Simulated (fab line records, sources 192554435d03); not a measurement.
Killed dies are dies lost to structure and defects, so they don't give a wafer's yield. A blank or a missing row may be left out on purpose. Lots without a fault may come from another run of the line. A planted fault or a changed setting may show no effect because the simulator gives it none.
Chamber matching | flow n5_finfet | N5_BEOL_M0_SAQP_SPACER2_ETCHBACK_27 on rie_diel-03: 4 sister chambers
The step etches SiO2 in CHF3/O2, target depth 22.5 nm, time 11.25 s. 8 wafers are shown with their chamber, then 12 later ones without.

WAFERS WITH THEIR CHAMBER
wafer  | chamber | throttle_valve_pct (%) | drypump_motor_current_A (A)
L083.1 | 0       | 18.78                  | 5.55
L084.2 | 0       | 18.77                  | 5.56
L087.1 | 3       | 19.14                  | 5.68
L087.5 | 2       | 19.42                  | 5.28
L087.6 | 1       | 18.71                  | 5.22
L090.1 | 2       | 19.44                  | 5.29
L090.4 | 3       | 19.14                  | 5.68
L090.5 | 1       | 18.69                  | 5.21

WAFERS WITHOUT THEIR CHAMBER
wafer  | throttle_valve_pct (%) | drypump_motor_current_A (A)
L091.3 | 18.81                  | 5.54
L091.4 | 18.70                  | 5.21
L091.5 | 18.81                  | 5.53
L092.1 | 19.15                  | 5.70
L092.3 | 18.80                  | 5.55
L092.5 | 18.81                  | 5.57
L094.1 | 19.47                  | 5.27
L094.2 | 18.81                  | 5.56
L094.4 | 18.70                  | 5.22
L097.2 | 18.72                  | 5.23
L097.4 | 18.72                  | 5.23
L097.6 | 18.82                  | 5.56

WHICH CHAMBER EACH WENT THROUGH
wafer  | from the rows above | in truth
L091.3 | 0                   | 0
L091.4 | 1                   | 1
L091.5 | 0                   | 0
L092.1 | 3                   | 3
L092.3 | 0                   | 0
L092.5 | 0                   | 0
L094.1 | 2                   | 2
L094.2 | 0                   | 0
L094.4 | 1                   | 1
L097.2 | 1                   | 1
L097.4 | 1                   | 1
L097.6 | 0                   | 0
Placed correctly: 12 of 12. Can't be placed from these rows: 0. Placed wrongly: 0.
How it was worked out, from the rows above alone: a wafer's distance from a chamber is the root of the sum, over the readings, of the square of ((its reading less the chamber's mean) divided by the reading's scatter). The wafer belongs to the nearest chamber; if the next one is less than 2 further off, it can't be placed. A chamber's mean is the mean of its shown wafers. The scatter: the root of (the sum of the squares of (reading less its chamber's mean) over the shown wafers, divided by (wafers less chambers)).
